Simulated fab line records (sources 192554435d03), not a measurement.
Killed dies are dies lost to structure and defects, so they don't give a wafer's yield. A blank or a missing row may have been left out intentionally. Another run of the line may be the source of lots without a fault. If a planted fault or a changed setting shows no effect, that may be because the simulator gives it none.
A lot that was struck, set against a sound lot    flow n5_finfet    38 out of 1938 route steps
Sound: the wafers L688.1, L688.2, L688.3. Struck: wafers L698.4, L698.5. (L698.2 of the same lot was not struck and is left out.) The cause comes at the end.
For every step that has rows: the tool of each side, followed by ch and its chambers, followed by its first start. Under that, the readings that differ: sound wafers    struck wafers    difference of the means    sigmas: that difference in standard deviations of wafers without a fault.
alike: readings whose means differ by less than 2 such deviations, and words and numbers that are the same on both sides. not compared: withheld readings, readings that some wafer has no value for, bounds like >300 that may hide the same value, and numbers for which the record gives no deviation and whose values overlap.
The two part at a step that has a row with sigmas, a row that says differs or no value, or rows on one side only. Numbers that have no deviation but don't overlap get no sigmas and don't part them. Lack of a reading on every wafer of one side parts them only where that side has two or more wafers.

first, 9 steps without rows for these wafers: N5_HKMG_FIN_COAT_30 (time 60 s, resist thk 35 nm); N5_HKMG_FIN_COAT_06 (resist thk 90 nm); N5_HKMG_FIN_EBR_08; N5_HKMG_FIN_SOFTBAKE_07 (time 60 s); N5_HKMG_FIN_EXPOSE_09 (exposes mask NWFM); N5_HKMG_FIN_PEB_10 (peb time 60 s); N5_HKMG_FIN_DEVELOP_11 (develop time 30 s); N5_HKMG_FIN_DESCUM_17 (chemistry O2, time 7.9 s); N5_HKMG_FIN_ETCH_31 (etches SiARC in CF4, target depth 45.5 nm, time 75.8 s).
N5_HKMG_FIN_ETCH_32: etches SOC in N2/H2, target depth 240 nm, time 300 s.
  sound on rie_diel-03 ch 0,1,2, day 4 03:01; struck on rie_diel-05 ch 1, day 6 14:13
  alike: bias_w, chamber_pressure_mTorr, drypump_motor_current_A, oes_product_au, rf_vpp_V, showerhead_plenum_p_Torr, throttle_valve_pct
  not compared: rf_hours_counter_h
then, 27 steps without rows for these wafers: N5_HKMG_FIN_STRIP_33 (strips in N2/H2); N5_HKMG_FIN_STRIP_34 (strips in CF4); N5_HKMG_FIN_ETCH_35 (etches SOC in N2/H2, target depth 215.8 nm, time 243.4 s); N5_HKMG_FIN_STRIP_92 (strips SOC in N2/H2, time 20 s); N5_HKMG_FIN_WET_ETCH_18 (etches TiN in SC1, time 55 s, target depth 5.2 nm, rinse time 30 s); N5_HKMG_FIN_STRIP_19 (strips in N2/H2, time 360 s); N5_HKMG_FIN_ALD_91 (deposits TiN, target thk 1 nm, pulse time 1 s, purge time 3 s); N5_HKMG_FIN_COAT_85 (time 60 s, resist thk 300 nm); N5_HKMG_FIN_ETCH_86 (etches SOC in N2/H2, stops on TiN, target depth 393.2 nm); N5_HKMG_FIN_STRIP_89 (strips SOC in N2/H2, time 20 s); N5_HKMG_FIN_WET_ETCH_87 (etches TiN in SC1, time 154.2 s, target depth 4.7 nm, rinse time 30 s); N5_HKMG_FIN_STRIP_88 (strips in N2/H2, time 360 s); N5_HKMG_FIN_NWFM_ALD_20 (deposits TiAlC, target thk 2 nm, pulse time 3 s, purge time 2 s); N5_HKMG_FIN_ALD_71 (deposits TiN, target thk 1 nm, pulse time 1 s, purge time 3 s); N5_HKMG_FIN_COAT_66 (time 60 s, resist thk 300 nm); N5_HKMG_FIN_ETCH_67 (etches SOC in N2/H2, stops on TiN, target depth 388.9 nm); N5_HKMG_FIN_STRIP_90 (strips SOC in N2/H2, time 20 s); N5_HKMG_FIN_WET_ETCH_73 (etches the open film in SC1, time 42.3 s, target depth 1.3 nm, rinse time 30 s); N5_HKMG_FIN_ETCHBACK_68 (etches the open film in Cl2/Ar, stops on HfO2, target depth 0.5 nm); N5_HKMG_FIN_STRIP_69 (strips in N2/H2, time 360 s); N5_HKMG_FIN_ALD_21 (deposits TiN, target thk 1.5 nm, pulse time 1 s, purge time 3 s); N5_HKMG_FIN_ALD_72 (deposits W, target thk 2 nm, pulse time 1 s, purge time 2 s); N5_HKMG_FIN_W_FILL_22 (material W, target thk 60 nm, time 18.2 s); N5_HKMG_FIN_PRECLEAN_83 (cleans in DIW, time 57.5 s); N5_HKMG_FIN_SRD_84 (dry time 32 s); N5_HKMG_FIN_CMP_23 (polishes, stops on SiNx, t overpolish 10 s, target thk 46.326 nm); N5_HKMG_FIN_CMP_94 (polishes, stops on SiNx, t overpolish 4.7 s, target thk 43.299 nm).
-- here the record skips 8 days between the struck wafers' starts before and after, leaving off in module HKMG_FIN and picking up in module PASSIVATION (first step shown: number 1936 of the route) --
N5_PASSIVATION_PROBE_49:
  sound on prober-02 at day 12 01:20; struck on prober-01 at day 15 01:39
reading                   sound           struck     difference  sigmas
defect_limited_yield (%)  89.8 91.3 91.0  84.7 87.0  -4.9        -3
killed_at_front_end       55 42 43        123 108    +69         +6
killed_dies               120 103 106     180 153    +57         +3
killed_on_rim             17 10 7         27 26      +15         +4
sort_bin_5_function (%)   6.5 5.1 4.8     9.7 7.6    +3.2        +3
sort_n_pass               1060 1077 1074  1000 1027  -57         -3
sort_yield_pct (%)        89.8 91.3 91.0  84.7 87.0  -4.9        -3
  alike: killed_at_M0_to_M3, killed_at_M4_up, killed_at_contacts, killed_at_other, killed_open, killed_short, sort_bin_6_memory, sort_bin_8_speed

== WHERE THEY PART ==
Only at N5_PASSIVATION_PROBE_49, as far as this record shows.

WHY: what the simulator had put in
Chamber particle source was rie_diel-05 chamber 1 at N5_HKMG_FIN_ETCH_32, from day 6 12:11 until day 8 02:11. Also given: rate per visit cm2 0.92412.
